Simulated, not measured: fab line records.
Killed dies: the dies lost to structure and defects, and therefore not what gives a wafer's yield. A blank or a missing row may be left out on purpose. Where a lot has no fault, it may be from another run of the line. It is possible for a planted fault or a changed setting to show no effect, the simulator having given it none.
Code-filled problem report in 8D (eight disciplines) form	flow nandHarc	the parts of the form that need people (team, actions taken, sign-off) are left out

1. WHAT IS WRONG
killedDies at NHARC_END_SORT_01 reads a mean of 96 on 6 wafers of 2 lots; wafers without a fault read 30 with a standard deviation of 8.5. That puts it +7.8 standard deviations away from the usual mean.
First observed at day 20 11:16: wafer L902.3, on prober-02. The record holds 6 wafers of 2 lots with a number at this step. By rule, "out" or "out of limits" means more than 4 standard deviations away from the usual mean. Any other wafer with a number is counted as sound.

2. WHAT IT IS; WHAT IT IS NOT
question	is	is not
which readings at this step	killedDies, killedAtArray	killedAtOther, killedOpen, killedShort
which lots	L902, L905	-
which wafers of those lots	all that have a number	-
read on which gauges	prober-02	-
when	from day 20 11:16	up to then (0 sound wafers)

3. WHAT RULES OUT EACH SUSPECT
Counting: a tool at a process step up to the reading stays a suspect if it ran every lot that is out and no sound lot after the first of them.
- the gauge at NHARC_END_SORT_01: kept. All the wafers that are out were read on prober-02, and no step on other tools shows them out.
- rieDiel-10 at NHARC_A_CONTACT_STRIP_108 (strips in CF4/CHF3): kept. It ran every lot that is out, first L902 (day 17 11:41), and no sound lot after that.
The count leaves prober-02 at NHARC_END_SORT_01 and rieDiel-10 at NHARC_A_CONTACT_STRIP_108.

4. THE CAUSE (what the simulator had put in)
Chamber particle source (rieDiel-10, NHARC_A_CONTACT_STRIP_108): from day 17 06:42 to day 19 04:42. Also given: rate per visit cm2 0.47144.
This tool is one of the 2 suspects left after counting.

5. THE CHAIN OF EFFECTS, in route order
Rows list readings where the struck wafers' mean (over those with a number) sits beyond 3 standard deviations from the usual. Scope: only readings with a usual standard deviation given in the record; hours: median across lots of the time from each lot's start at the first step in this table that gives one to its start at this step; sigmas: change in usual standard deviations.
hours	step	reading	usual	on struck wafers	change	sigmas
0	NHARC_END_SORT_01	killedAtArray	26	91	+65	+7.7
0	NHARC_END_SORT_01	killedDies	30	96	+66	+7.8

6. HOW IT WOULD HAVE BEEN CAUGHT EARLIER
The first out-of-limits reading at a measuring or inspecting step in this record came at day 20 11:16, 77 hours after the fault's start at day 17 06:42.
By day 20 11:16, every lot that is out (2) had started NHARC_A_CONTACT_STRIP_108 on rieDiel-10. Tool hold at that time: it would have spared none of them.
